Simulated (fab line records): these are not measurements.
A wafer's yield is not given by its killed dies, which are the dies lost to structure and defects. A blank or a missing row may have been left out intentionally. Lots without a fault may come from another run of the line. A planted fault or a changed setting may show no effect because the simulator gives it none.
Check for tools in common / flow nandHarc / 42 wafers sampled across 14 lots

## WHY THIS WAS OPENED
Flagged at NHARC_A_ONON_D1_THK_MEAS_05: reading thkNm, on 2 of 14 lots. No-fault wafers: 1000 nm, standard deviation 9.7.
Rule: a lot is flagged when every wafer of it that has a number lies more than 4 standard deviations from that mean, or none has a number. As for the other lots, they are considered sound.

lot=L937; measured=day 7 23:13; on=filmMetro-02; thkNm (nm), wafer by wafer=1002 1003 1002; flag=
lot=L939; measured=day 8 15:25; on=filmMetro-02; thkNm (nm), wafer by wafer=1001 1000 1001; flag=
lot=L940; measured=day 8 23:12; on=filmMetro-02; thkNm (nm), wafer by wafer=997 996 996; flag=
lot=L941; measured=day 9 06:26; on=filmMetro-01; thkNm (nm), wafer by wafer=1022 1022 1021; flag=
lot=L942; measured=day 9 20:25; on=filmMetro-01; thkNm (nm), wafer by wafer=985 983 986; flag=
lot=L938; measured=day 10 06:15; on=filmMetro-02; thkNm (nm), wafer by wafer=1009 1007 1010; flag=
lot=L943; measured=day 10 10:35; on=filmMetro-02; thkNm (nm), wafer by wafer=990 991 990; flag=
lot=L947; measured=day 11 19:25; on=filmMetro-02; thkNm (nm), wafer by wafer=994 994 991; flag=
lot=L949; measured=day 12 20:09; on=filmMetro-02; thkNm (nm), wafer by wafer=1557 1557 1556; flag=FLAGGED
lot=L950; measured=day 13 18:31; on=filmMetro-02; thkNm (nm), wafer by wafer=995 994 995; flag=
lot=L951; measured=day 13 18:31; on=filmMetro-02; thkNm (nm), wafer by wafer=1562 1564 1562; flag=FLAGGED
lot=L957; measured=day 16 03:21; on=filmMetro-01; thkNm (nm), wafer by wafer=1007 1006 1006; flag=
lot=L958; measured=day 16 12:53; on=filmMetro-01; thkNm (nm), wafer by wafer=999 999 997; flag=
lot=L959; measured=day 16 18:37; on=filmMetro-01; thkNm (nm), wafer by wafer=987 989 986; flag=
The mean of the flagged lots' numbers is 1560 nm, +560 nm from the usual (+58 standard deviations).

## LOT BY LOT: THE TOOL USED
Before the reading, the record contains 2 process steps out of a 1302-step route. Cell contents, in order: the tool; ch with the chambers the sampled wafers went through; the start.
lot=L937; flag=; NHARC_A_ZERO_WELL_RTA_16=rtpAnneal-01 ch 0, day 6 23:53; NHARC_A_ONON_D1_DEP_03=pecvdOnon-02 ch 0, day 7 22:46
lot=L939; flag=; NHARC_A_ZERO_WELL_RTA_16=rtpAnneal-01 ch 0, day 7 16:25; NHARC_A_ONON_D1_DEP_03=pecvdOnon-02 ch 0, day 8 14:55
lot=L940; flag=; NHARC_A_ZERO_WELL_RTA_16=rtpAnneal-01 ch 0, day 8 02:07; NHARC_A_ONON_D1_DEP_03=pecvdOnon-01 ch 0, day 8 22:41
lot=L941; flag=; NHARC_A_ZERO_WELL_RTA_16=rtpAnneal-01 ch 0, day 8 09:17; NHARC_A_ONON_D1_DEP_03=pecvdOnon-01 ch 0, day 9 05:59
lot=L942; flag=; NHARC_A_ZERO_WELL_RTA_16=rtpAnneal-01 ch 0, day 8 19:44; NHARC_A_ONON_D1_DEP_03=pecvdOnon-01 ch 0, day 9 20:02
lot=L938; flag=; NHARC_A_ZERO_WELL_RTA_16=rtpAnneal-01 ch 0, day 9 06:57; NHARC_A_ONON_D1_DEP_03=pecvdOnon-03 ch 0, day 10 05:45
lot=L943; flag=; NHARC_A_ZERO_WELL_RTA_16=rtpAnneal-02 ch 0, day 9 10:34; NHARC_A_ONON_D1_DEP_03=pecvdOnon-01 ch 0, day 10 10:05
lot=L947; flag=; NHARC_A_ZERO_WELL_RTA_16=rtpAnneal-01 ch 0, day 10 23:38; NHARC_A_ONON_D1_DEP_03=pecvdOnon-02 ch 0, day 11 18:54
lot=L949; flag=FLAGGED; NHARC_A_ZERO_WELL_RTA_16=rtpAnneal-02 ch 0, day 11 22:57; NHARC_A_ONON_D1_DEP_03=pecvdOnon-02 ch 0, day 12 19:38
lot=L950; flag=; NHARC_A_ZERO_WELL_RTA_16=rtpAnneal-02 ch 0, day 12 18:08; NHARC_A_ONON_D1_DEP_03=pecvdOnon-03 ch 0, day 13 18:00
lot=L951; flag=FLAGGED; NHARC_A_ZERO_WELL_RTA_16=rtpAnneal-01 ch 0, day 12 18:35; NHARC_A_ONON_D1_DEP_03=pecvdOnon-02 ch 0, day 13 18:01
lot=L957; flag=; NHARC_A_ZERO_WELL_RTA_16=rtpAnneal-01 ch 0, day 15 04:28; NHARC_A_ONON_D1_DEP_03=pecvdOnon-01 ch 0, day 16 02:48
lot=L958; flag=; NHARC_A_ZERO_WELL_RTA_16=rtpAnneal-01 ch 0, day 15 15:05; NHARC_A_ONON_D1_DEP_03=pecvdOnon-01 ch 0, day 16 12:23
lot=L959; flag=; NHARC_A_ZERO_WELL_RTA_16=rtpAnneal-01 ch 0, day 15 21:25; NHARC_A_ONON_D1_DEP_03=pecvdOnon-03 ch 0, day 16 18:07
What is done by these steps:
- NHARC_A_ZERO_WELL_RTA_16: time 10 s.
- NHARC_A_ONON_D1_DEP_03: target thk 1000 nm.
- NHARC_A_ONON_D1_THK_MEAS_05: measures by ellipsometry.

## FLAGGED AGAINST TOTAL, ONE TOOL AT A TIME (gauges that did the reading follow at the end)
step=NHARC_A_ZERO_WELL_RTA_16; tool=rtpAnneal-01; lots run=11; flagged=1; share of the flagged lots=some; sound lots run after its first flagged lot=3 (L957,L958,L959)
step=NHARC_A_ZERO_WELL_RTA_16; tool=rtpAnneal-02; lots run=3; flagged=1; share of the flagged lots=some; sound lots run after its first flagged lot=1 (L950)
step=NHARC_A_ONON_D1_DEP_03; tool=pecvdOnon-01; lots run=6; flagged=0; share of the flagged lots=none; sound lots run after its first flagged lot=-
step=NHARC_A_ONON_D1_DEP_03; tool=pecvdOnon-02; lots run=5; flagged=2; share of the flagged lots=all; sound lots run after its first flagged lot=0
step=NHARC_A_ONON_D1_DEP_03; tool=pecvdOnon-03; lots run=3; flagged=0; share of the flagged lots=none; sound lots run after its first flagged lot=-
step=NHARC_A_ONON_D1_THK_MEAS_05; tool=filmMetro-01; lots run=5; flagged=0; share of the flagged lots=none; sound lots run after its first flagged lot=-
step=NHARC_A_ONON_D1_THK_MEAS_05; tool=filmMetro-02; lots run=9; flagged=2; share of the flagged lots=all; sound lots run after its first flagged lot=1 (L950)

## THE TABLE: WHAT IT ALLOWS
Rows of the table that ran all the flagged lots, 2 in number: pecvdOnon-02 at NHARC_A_ONON_D1_DEP_03; filmMetro-02 at NHARC_A_ONON_D1_THK_MEAS_05.
- pecvdOnon-02 at NHARC_A_ONON_D1_DEP_03: 2 of its 5 lots flagged. It ran its last sound lot, L947, at day 11 18:54 and its first flagged lot, L949, at day 12 19:38: a fault with its onset between the two fits.
- filmMetro-02 at NHARC_A_ONON_D1_THK_MEAS_05: 2 of its 9 lots flagged. After the first flagged lot (L950), sound lots still ran on it; a lasting fault on the whole tool would not permit that.
One tool is left: pecvdOnon-02 at NHARC_A_ONON_D1_DEP_03.

## WHAT THE SIMULATOR HAD PUT IN
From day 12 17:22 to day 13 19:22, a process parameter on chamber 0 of pecvdOnon-02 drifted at NHARC_A_ONON_D1_DEP_03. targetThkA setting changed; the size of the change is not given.
Struck lots among those shown: L949, L951. The rule above reached the same finding.
